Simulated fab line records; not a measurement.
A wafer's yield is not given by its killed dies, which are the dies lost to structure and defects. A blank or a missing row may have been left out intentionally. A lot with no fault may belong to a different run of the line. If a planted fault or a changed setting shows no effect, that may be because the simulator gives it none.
The tool behind it: which one? | flow nand_harc | 22 lots, 66 wafers sampled, at 6 steps of a route of 1302

== WHAT EACH GAUGE READ, for each wafer ==
The record lacks any reading of a measuring or inspecting step that a usual standard deviation could be used to judge.

== TOOL THAT RAN EACH LOT (tool first, then ch and the chambers of the sampled wafers, then the start) ==
lot  | NHARC_A_STAIRCASE_ETCH_453                    | NHARC_A_STAIRCASE_DESCUM_443       | NHARC_A_SGD_CUT_DEP_00          | NHARC_A_SGD_CUT_ETCH_16                       | NHARC_A_SLIT_ETCH_17             | NHARC_A_SLIT_STRIP_18
L074 | rie_diel-04 ch 0,1, day 18 09:55 or earlier   | rie_diel-07 ch 2,3, day 18 09:55   | pecvd-01 ch 0,1,2, day 18 17:10 | rie_diel-09 ch 1,2,3, day 19 13:07 or earlier | har_etch-02 ch 0,1, day 19 13:07 | rie_diel-02 ch 0,1,2, no start
L076 | rie_diel-01 ch 0,1,3, day 19 13:29 or earlier | rie_diel-01 ch 0,1,2, day 19 13:29 | pecvd-02 ch 0,2, day 19 20:43   | rie_diel-11 ch 1,2, day 20 18:13 or earlier   | har_etch-02 ch 0,1, day 20 18:13 | rie_diel-03 ch 1,2, no start
L075 | rie_diel-01 ch 0,1,3, day 19 13:19 or earlier | rie_diel-07 ch 2,3, day 19 13:19   | pecvd-01 ch 0,1, day 19 20:32   | rie_diel-09 ch 0,1, day 20 14:01 or earlier   | har_etch-01 ch 0,1, day 20 14:01 | rie_diel-03 ch 1,2, no start
L077 | rie_diel-04 ch 0,1,3, day 20 02:05 or earlier | rie_diel-04 ch 2,3, day 20 02:05   | pecvd-04 ch 0,1,2, day 20 09:14 | rie_diel-11 ch 1,3, day 21 00:26 or earlier   | har_etch-01 ch 0, day 21 00:26   | rie_diel-05 ch 2,3, no start
L079 | rie_diel-04 ch 2,3, day 21 07:37 or earlier   | rie_diel-01 ch 0,3, day 21 07:37   | pecvd-02 ch 0,1,2, day 21 14:50 | rie_diel-10 ch 0,1, day 22 07:15 or earlier   | har_etch-01 ch 0,1, day 22 07:15 | rie_diel-02 ch 0,3, no start
L081 | rie_diel-01 ch 0,1, day 22 04:12 or earlier   | rie_diel-01 ch 0,2,3, day 22 04:12 | pecvd-01 ch 0,1,2, day 22 11:22 | rie_diel-11 ch 0,1,2, day 23 03:26 or earlier | har_etch-02 ch 0,1, day 23 03:26 | rie_diel-05 ch 0,1,2, no start
L082 | rie_diel-01 ch 0,2,3, day 22 04:35 or earlier | rie_diel-04 ch 0,2,3, day 22 04:35 | pecvd-02 ch 0,1,2, day 22 11:41 | rie_diel-09 ch 0,1,3, day 23 02:49 or earlier | har_etch-01 ch 0,1, day 23 02:49 | rie_diel-02 ch 0,1,3, no start
L083 | rie_diel-01 ch 1,2,3, day 23 00:47 or earlier | rie_diel-01 ch 0,1,2, day 23 00:47 | pecvd-02 ch 0,2, day 23 07:53   | rie_diel-10 ch 0,2,3, day 23 21:26 or earlier | har_etch-01 ch 1, day 23 21:26   | rie_diel-02 ch 2,3, no start
L086 | rie_diel-07 ch 1,2,3, day 23 13:56 or earlier | rie_diel-04 ch 2,3, day 23 13:56   | pecvd-01 ch 1,2, day 23 22:08   | rie_diel-09 ch 0,1,3, day 24 14:54 or earlier | har_etch-02 ch 0,1, day 24 14:54 | rie_diel-03 ch 0,1, no start
L085 | rie_diel-04 ch 1,2,3, day 23 12:19 or earlier | rie_diel-01 ch 1,2,3, day 23 12:19 | pecvd-02 ch 1,2, day 23 19:28   | rie_diel-10 ch 1,2,3, day 24 10:29 or earlier | har_etch-02 ch 0,1, day 24 10:29 | rie_diel-03 ch 0,1,2, no start
L084 | rie_diel-04 ch 0,1,2, day 23 12:32 or earlier | rie_diel-07 ch 0,2, day 23 12:32   | pecvd-04 ch 0,1,2, day 23 19:54 | rie_diel-11 ch 1,2, day 24 09:26 or earlier   | har_etch-01 ch 0,1, day 24 09:26 | rie_diel-02 ch 1,2,3, no start
L087 | rie_diel-07 ch 0,1,2, day 24 04:29 or earlier | rie_diel-07 ch 2,3, day 24 04:29   | pecvd-01 ch 1,2, day 24 14:37   | rie_diel-10 ch 0,2, day 25 07:15 or earlier   | har_etch-01 ch 0,1, day 25 07:15 | rie_diel-03 ch 1,3, no start
L088 | rie_diel-07 ch 0,2,3, day 24 18:30 or earlier | rie_diel-01 ch 0,1,2, day 24 18:30 | pecvd-02 ch 0,1,2, day 25 02:40 | rie_diel-10 ch 0,1,3, day 25 21:07 or earlier | har_etch-01 ch 0,1, day 25 21:07 | rie_diel-03 ch 0,2,3, no start
L089 | rie_diel-01 ch 0,2,3, day 25 03:21 or earlier | rie_diel-07 ch 1,2,3, day 25 03:21 | pecvd-04 ch 0,2, day 25 10:47   | rie_diel-10 ch 0,2,3, day 26 02:19 or earlier | har_etch-01 ch 0,1, day 26 02:19 | rie_diel-05 ch 2,3, no start
L090 | rie_diel-01 ch 0,1,3, day 25 03:24 or earlier | rie_diel-07 ch 0,2,3, day 25 03:24 | pecvd-01 ch 0,2, day 25 13:52   | rie_diel-11 ch 1,3, day 26 06:25 or earlier   | har_etch-02 ch 0,1, day 26 06:25 | rie_diel-02 ch 2,3, no start
L092 | rie_diel-01 ch 0,1,2, day 26 18:22 or earlier | rie_diel-04 ch 0,1,2, day 26 18:22 | pecvd-02 ch 0,1,2, day 27 01:35 | rie_diel-09 ch 0,1,2, day 27 19:10 or earlier | har_etch-02 ch 0,1, day 27 19:10 | rie_diel-02 ch 1,2,3, no start
L091 | rie_diel-01 ch 2,3, day 26 18:12 or earlier   | rie_diel-01 ch 0,1, day 26 18:12   | pecvd-01 ch 0,1,2, day 27 01:31 | rie_diel-11 ch 1,3, day 27 20:21 or earlier   | har_etch-01 ch 0,1, day 27 20:21 | rie_diel-03 ch 0,1, no start
L093 | rie_diel-01 ch 0,1, day 27 05:51 or earlier   | rie_diel-04 ch 0,1, day 27 05:51   | pecvd-02 ch 0,2, day 27 13:14   | rie_diel-11 ch 0,1,3, day 28 03:25 or earlier | har_etch-02 ch 0,1, day 28 03:25 | rie_diel-05 ch 1,2, no start
L094 | rie_diel-01 ch 0,1,3, day 27 10:26 or earlier | rie_diel-01 ch 0,3, day 27 10:26   | pecvd-02 ch 1,2, day 27 17:47   | rie_diel-09 ch 0,1, day 28 08:55 or earlier   | har_etch-02 ch 0,1, day 28 08:55 | rie_diel-02 ch 0,1,2, no start
L095 | rie_diel-07 ch 1,2, day 28 04:31 or earlier   | rie_diel-04 ch 1,2, day 28 04:31   | pecvd-01 ch 0,1,2, day 28 11:43 | rie_diel-11 ch 0,1,2, day 29 01:56 or earlier | har_etch-02 ch 0,1, day 29 01:56 | rie_diel-05 ch 0,1,2, no start
L096 | rie_diel-07 ch 0,1, day 28 12:37 or earlier   | rie_diel-07 ch 1,2, day 28 12:37   | pecvd-02 ch 1,2, day 28 19:47   | rie_diel-10 ch 2,3, day 29 13:13 or earlier   | har_etch-01 ch 0,1, day 29 13:13 | rie_diel-05 ch 2,3, no start
L097 | rie_diel-01 ch 0,1, day 28 12:28 or earlier   | rie_diel-04 ch 0,1, day 28 12:28   | pecvd-01 ch 0,2, day 28 19:37   | rie_diel-11 ch 0,1,3, day 29 14:05 or earlier | har_etch-02 ch 0,1, day 29 14:05 | rie_diel-02 ch 0,2, no start
- NHARC_A_STAIRCASE_ETCH_453: etches the open film in CF4/O2, target depth 30 nm, overetch 3 nm, time 16.5 s.
- NHARC_A_STAIRCASE_DESCUM_443: chemistry O2, time 3 s.
- NHARC_A_SGD_CUT_DEP_00: deposits SiNx, target thk 50 nm.
- NHARC_A_SGD_CUT_ETCH_16: etches the open film in C4F8/O2/Ar, target depth 310.5 nm, time 155.2 s.
- NHARC_A_SLIT_ETCH_17: etches the open film in C4F8/O2/Ar, time 4254.5 s, target depth 20300 nm.
- NHARC_A_SLIT_STRIP_18: strips in O2.

== AS READ BY THE TOOLS THEMSELVES (means over the sampled wafers that have a number; for cases with no such wafer, the mark the record gives instead) ==
NHARC_A_STAIRCASE_ETCH_453. Usual: drypump_motor_current_A 5.8 A, standard deviation 0.36; mfc_ar_sccm 0.008 sccm, standard deviation 0.011; oes_product_au 1.005 a.u., standard deviation 0.01; rf_vpp_V 197.9 V, standard deviation 1.6; showerhead_plenum_p_Torr 1.34 Torr, standard deviation 0.059; throttle_valve_pct 13.398 %, standard deviation 0.0091.
lot  | tool        | drypump_motor_current_A (A) | mfc_ar_sccm (sccm) | oes_product_au (a.u.) | rf_vpp_V (V) | showerhead_plenum_p_Torr (Torr) | throttle_valve_pct (%) | flag
L074 | rie_diel-04 | 5.5                         | 0.005              | 1.010                 | 199.2        | 1.41                            | 13.400                 |
L076 | rie_diel-01 | 6.1                         | 0.003              | 1.006                 | 197.4        | 1.29                            | 13.399                 |
L075 | rie_diel-01 | 6.1                         | 0.003              | 1.005                 | 196.3        | 1.29                            | 13.400                 |
L077 | rie_diel-04 | 5.6                         | 0.007              | 1.007                 | 198.9        | 1.40                            | 13.393                 |
L079 | rie_diel-04 | 5.7                         | 0.026              | 0.993                 | 198.0        | 1.35                            | 13.387                 |
L081 | rie_diel-01 | 5.9                         | 0.007              | 1.010                 | 197.3        | 1.27                            | 13.400                 |
L082 | rie_diel-01 | 5.9                         | 0.003              | 0.999                 | 197.3        | 1.32                            | 13.397                 |
L083 | rie_diel-01 | 6.1                         | 0.000              | 1.009                 | 197.7        | 1.30                            | 13.398                 |
L086 | rie_diel-07 | 5.5                         | 0.016              | 1.005                 | 199.2        | 1.37                            | 13.405                 |
L085 | rie_diel-04 | 5.6                         | 0.014              | 1.010                 | 198.7        | 1.37                            | 13.403                 |
L084 | rie_diel-04 | 5.6                         | 0.018              | 1.009                 | 198.7        | 1.39                            | 13.388                 |
L087 | rie_diel-07 | 5.4                         | 0.007              | 1.004                 | 198.5        | 1.36                            | 13.394                 |
L088 | rie_diel-07 | 5.2                         | 0.010              | 0.999                 | 198.8        | 1.36                            | 13.401                 |
L089 | rie_diel-01 | 5.9                         | 0.003              | 1.010                 | 197.2        | 1.31                            | 13.393                 |
L090 | rie_diel-01 | 6.1                         | 0.003              | 1.001                 | 195.5        | 1.28                            | 13.398                 |
L092 | rie_diel-01 | 5.9                         | 0.003              | 1.006                 | 199.3        | 1.35                            | 13.397                 |
L091 | rie_diel-01 | 5.9                         | 0.000              | 0.999                 | 197.5        | 1.32                            | 13.401                 |
L093 | rie_diel-01 | 5.9                         | 0.007              | 1.000                 | 198.5        | 1.33                            | 13.396                 |
L094 | rie_diel-01 | 6.1                         | 0.003              | 1.012                 | 197.7        | 1.35                            | 13.392                 |
L095 | rie_diel-07 | 5.6                         | 0.013              | 1.001                 | 198.6        | 1.36                            | 13.393                 |
L096 | rie_diel-07 | 5.6                         | 0.012              | 1.012                 | 199.4        | 1.39                            | 13.396                 |
L097 | rie_diel-01 | 5.9                         | 0.007              | 1.016                 | 198.0        | 1.33                            | 13.407                 |

NHARC_A_STAIRCASE_DESCUM_443. Usual: drypump_motor_current_A 5.7 A, standard deviation 0.35; mfc_ar_sccm 0.009 sccm, standard deviation 0.011; oes_product_au 1.000 a.u., standard deviation 0.011; rf_vpp_V 57.8 V, standard deviation 0.92; showerhead_plenum_p_Torr 1.93 Torr, standard deviation 0.086; throttle_valve_pct 11.310 %, standard deviation 0.0087.
lot  | tool        | drypump_motor_current_A (A) | mfc_ar_sccm (sccm) | oes_product_au (a.u.) | rf_vpp_V (V) | showerhead_plenum_p_Torr (Torr) | throttle_valve_pct (%) | flag
L074 | rie_diel-07 | 5.2                         | 0.011              | 0.989                 | 57.3         | 1.91                            | 11.316                 |
L076 | rie_diel-01 | 5.9                         | 0.003              | 1.002                 | 57.4         | 1.84                            | 11.301                 |
L075 | rie_diel-07 | 5.3                         | 0.019              | 0.986                 | 57.9         | 1.97                            | 11.307                 |
L077 | rie_diel-04 | 5.6                         | 0.015              | 1.003                 | 57.6         | 1.94                            | 11.306                 |
L079 | rie_diel-01 | 6.1                         | 0.003              | 1.014                 | 57.7         | 1.88                            | 11.305                 |
L081 | rie_diel-01 | 5.9                         | 0.003              | 1.007                 | 57.5         | 1.88                            | 11.316                 |
L082 | rie_diel-04 | 5.7                         | 0.019              | 0.990                 | 58.9         | 1.96                            | 11.314                 |
L083 | rie_diel-01 | 5.9                         | 0.003              | 1.014                 | 57.4         | 1.84                            | 11.315                 |
L086 | rie_diel-04 | 5.7                         | 0.026              | 0.995                 | 57.6         | 1.93                            | 11.318                 |
L085 | rie_diel-01 | 6.1                         | 0.000              | 0.996                 | 58.1         | 1.86                            | 11.309                 |
L084 | rie_diel-07 | 5.2                         | 0.001              | 0.999                 | 57.6         | 1.92                            | 11.319                 |
L087 | rie_diel-07 | 5.3                         | 0.019              | 0.984                 | 58.2         | 1.96                            | 11.316                 |
L088 | rie_diel-01 | 5.9                         | 0.003              | 1.004                 | 57.7         | 1.94                            | 11.317                 |
L089 | rie_diel-07 | 5.5                         | 0.016              | 0.996                 | 57.3         | 1.96                            | 11.316                 |
L090 | rie_diel-07 | 5.2                         | 0.010              | 1.001                 | 56.6         | 1.94                            | 11.313                 |
L092 | rie_diel-04 | 5.6                         | 0.018              | 0.994                 | 57.8         | 1.98                            | 11.314                 |
L091 | rie_diel-01 | 6.0                         | 0.003              | 0.992                 | 58.6         | 1.99                            | 11.308                 |
L093 | rie_diel-04 | 5.7                         | 0.011              | 1.002                 | 57.8         | 2.00                            | 11.312                 |
L094 | rie_diel-01 | 6.1                         | 0.003              | 1.018                 | 57.5         | 1.87                            | 11.307                 |
L095 | rie_diel-04 | 5.5                         | 0.012              | 0.993                 | 57.9         | 1.96                            | 11.310                 |
L096 | rie_diel-07 | 5.4                         | 0.008              | 0.998                 | 57.4         | 1.89                            | 11.307                 |
L097 | rie_diel-04 | 5.7                         | 0.011              | 1.000                 | 58.3         | 2.00                            | 11.303                 |

NHARC_A_SGD_CUT_DEP_00. Usual: heater_power_w at 711 W, with a standard deviation of 74.
lot  | tool     | heater_power_w (W) | flag
L074 | pecvd-01 | 700                |
L076 | pecvd-02 | 649                |
L075 | pecvd-01 | 791                |
L077 | pecvd-04 | 726                |
L079 | pecvd-02 | 685                |
L081 | pecvd-01 | 704                |
L082 | pecvd-02 | 711                |
L083 | pecvd-02 | 675                |
L086 | pecvd-01 | 630                |
L085 | pecvd-02 | 742                |
L084 | pecvd-04 | 710                |
L087 | pecvd-01 | 665                |
L088 | pecvd-02 | 697                |
L089 | pecvd-04 | 759                |
L090 | pecvd-01 | 724                |
L092 | pecvd-02 | 688                |
L091 | pecvd-01 | 706                |
L093 | pecvd-02 | 717                |
L094 | pecvd-02 | 700                |
L095 | pecvd-01 | 697                |
L096 | pecvd-02 | 776                |
L097 | pecvd-01 | 704                |

NHARC_A_SGD_CUT_ETCH_16. Usual: oes_product_au 0.968 a.u., standard deviation 0.02; rf_vpp_V 722 V, standard deviation 3.7.
lot  | tool        | oes_product_au (a.u.) | rf_vpp_V (V) | flag
L074 | rie_diel-09 | 0.917                 | 722          |
L076 | rie_diel-11 | 0.992                 | 724          |
L075 | rie_diel-09 | 0.989                 | 722          |
L077 | rie_diel-11 | 0.975                 | 722          |
L079 | rie_diel-10 | 0.984                 | 721          |
L081 | rie_diel-11 | 0.949                 | 724          |
L082 | rie_diel-09 | 0.978                 | 722          |
L083 | rie_diel-10 | 0.986                 | 723          |
L086 | rie_diel-09 | 0.984                 | 722          |
L085 | rie_diel-10 | 0.975                 | 720          |
L084 | rie_diel-11 | 0.979                 | 726          |
L087 | rie_diel-10 | 0.966                 | 723          |
L088 | rie_diel-10 | 0.951                 | 721          |
L089 | rie_diel-10 | 0.981                 | 721          |
L090 | rie_diel-11 | 0.942                 | 721          |
L092 | rie_diel-09 | 0.967                 | 722          |
L091 | rie_diel-11 | 0.970                 | 722          |
L093 | rie_diel-11 | 0.988                 | 722          |
L094 | rie_diel-09 | 0.964                 | 722          |
L095 | rie_diel-11 | 0.968                 | 723          |
L096 | rie_diel-10 | 0.980                 | 720          |
L097 | rie_diel-11 | 0.942                 | 722          |

NHARC_A_SLIT_ETCH_17. Usual: drypump_motor_current_A 5.57 A, standard deviation 0.11; mfc_ar_sccm 375.1 sccm, standard deviation 1.2; showerhead_plenum_p_Torr 3.65 Torr, standard deviation 0.14; throttle_valve_pct 32.045 %, standard deviation 0.0085.
lot  | tool        | drypump_motor_current_A (A) | mfc_ar_sccm (sccm) | showerhead_plenum_p_Torr (Torr) | throttle_valve_pct (%) | flag
L074 | har_etch-02 | 5.58                        | 373.8              | 3.73                            | 32.043                 |
L076 | har_etch-02 | 5.55                        | 374.3              | 3.72                            | 32.044                 |
L075 | har_etch-01 | 5.65                        | 375.2              | 3.58                            | 32.047                 |
L077 | har_etch-01 | 5.77                        | 375.0              | 3.54                            | 32.057                 |
L079 | har_etch-01 | 5.56                        | 376.0              | 3.60                            | 32.044                 |
L081 | har_etch-02 | 5.52                        | 375.0              | 3.79                            | 32.043                 |
L082 | har_etch-01 | 5.55                        | 375.5              | 3.59                            | 32.042                 |
L083 | har_etch-01 | 5.45                        | 374.7              | 3.62                            | 32.051                 |
L086 | har_etch-02 | 5.54                        | 375.1              | 3.78                            | 32.039                 |
L085 | har_etch-02 | 5.53                        | 375.9              | 3.79                            | 32.039                 |
L084 | har_etch-01 | 5.54                        | 373.6              | 3.58                            | 32.049                 |
L087 | har_etch-01 | 5.66                        | 375.1              | 3.54                            | 32.032                 |
L088 | har_etch-01 | 5.64                        | 376.1              | 3.54                            | 32.039                 |
L089 | har_etch-01 | 5.66                        | 375.6              | 3.53                            | 32.040                 |
L090 | har_etch-02 | 5.54                        | 376.3              | 3.77                            | 32.056                 |
L092 | har_etch-02 | 5.57                        | 375.1              | 3.67                            | 32.049                 |
L091 | har_etch-01 | 5.65                        | 374.8              | 3.52                            | 32.043                 |
L093 | har_etch-02 | 5.53                        | 374.9              | 3.76                            | 32.046                 |
L094 | har_etch-02 | 5.56                        | 375.9              | 3.67                            | 32.046                 |
L095 | har_etch-02 | 5.59                        | 374.9              | 3.66                            | 32.039                 |
L096 | har_etch-01 | 5.63                        | 374.5              | 3.51                            | 32.044                 |
L097 | har_etch-02 | 5.53                        | 374.0              | 3.75                            | 32.053                 |

NHARC_A_SLIT_STRIP_18. Usual: drypump_motor_current_A 5.6 A, standard deviation 0.38; mfc_ar_sccm 0.009 sccm, standard deviation 0.0092; oes_product_au 0.996 a.u., standard deviation 0.0083; rf_vpp_V 57.8 V, standard deviation 0.88; showerhead_plenum_p_Torr 3.54 Torr, standard deviation 0.14; throttle_valve_pct 17.036 %, standard deviation 0.0091.
lot  | tool        | drypump_motor_current_A (A) | mfc_ar_sccm (sccm) | oes_product_au (a.u.) | rf_vpp_V (V) | showerhead_plenum_p_Torr (Torr) | throttle_valve_pct (%) | flag
L074 | rie_diel-02 | 5.5                         | 0.015              | 0.998                 | 57.6         | 3.45                            | 17.035                 |
L076 | rie_diel-03 | 6.2                         | 0.004              | 0.992                 | 57.2         | 3.50                            | 17.033                 |
L075 | rie_diel-03 | 6.2                         | 0.002              | 0.993                 | 58.3         | 3.44                            | 17.031                 |
L077 | rie_diel-05 | 6.0                         | 0.000              | 0.997                 | 58.1         | 3.56                            | 17.044                 |
L079 | rie_diel-02 | 5.3                         | 0.019              | 0.994                 | 58.4         | 3.53                            | 17.031                 |
L081 | rie_diel-05 | 5.4                         | 0.006              | 0.996                 | 58.0         | 3.60                            | 17.037                 |
L082 | rie_diel-02 | 5.5                         | 0.018              | 0.988                 | 58.1         | 3.54                            | 17.014                 |
L083 | rie_diel-02 | 5.2                         | 0.010              | 0.994                 | 58.1         | 3.53                            | 17.031                 |
L086 | rie_diel-03 | 5.5                         | 0.007              | 0.986                 | 57.5         | 3.59                            | 17.039                 |
L085 | rie_diel-03 | 5.9                         | 0.006              | 0.991                 | 57.9         | 3.54                            | 17.033                 |
L084 | rie_diel-02 | 5.4                         | 0.010              | 0.996                 | 57.9         | 3.54                            | 17.043                 |
L087 | rie_diel-03 | 5.8                         | 0.000              | 1.000                 | 57.0         | 3.44                            | 17.039                 |
L088 | rie_diel-03 | 5.6                         | 0.006              | 0.999                 | 58.1         | 3.61                            | 17.037                 |
L089 | rie_diel-05 | 5.8                         | 0.000              | 1.003                 | 58.0         | 3.48                            | 17.046                 |
L090 | rie_diel-02 | 5.2                         | 0.010              | 0.990                 | 57.6         | 3.53                            | 17.031                 |
L092 | rie_diel-02 | 5.4                         | 0.010              | 0.999                 | 57.8         | 3.54                            | 17.034                 |
L091 | rie_diel-03 | 5.5                         | 0.007              | 0.993                 | 57.8         | 3.58                            | 17.039                 |
L093 | rie_diel-05 | 5.5                         | 0.000              | 0.996                 | 57.8         | 3.57                            | 17.043                 |
L094 | rie_diel-02 | 5.5                         | 0.015              | 0.998                 | 57.6         | 3.44                            | 17.044                 |
L095 | rie_diel-05 | 5.4                         | 0.006              | 0.994                 | 57.7         | 3.59                            | 17.030                 |
L096 | rie_diel-05 | 6.0                         | 0.000              | 1.003                 | 58.5         | 3.55                            | 17.032                 |
L097 | rie_diel-02 | 5.4                         | 0.021              | 1.006                 | 57.5         | 3.35                            | 17.038                 |

== THE ANSWER, worked out from the rows above alone ==
Rule: a lot is off if the mean of its wafers that have a number lies more than 3 standard deviations from the usual mean. Also off: a lot with no number at a reading for which 4 or more lots have one. The other lots that the step has rows for count as sound. Order of review: gauges by route order, followed by the tools' own readings, for which a lot's mean as printed above is used. The first step at which some lot is off is used, and at that step the reading that is off furthest; a lot without a number counts as furthest.
Nothing can be told from this: no lot is off at any reading shown.

== WHAT THE SIMULATOR HAD INSERTED ==
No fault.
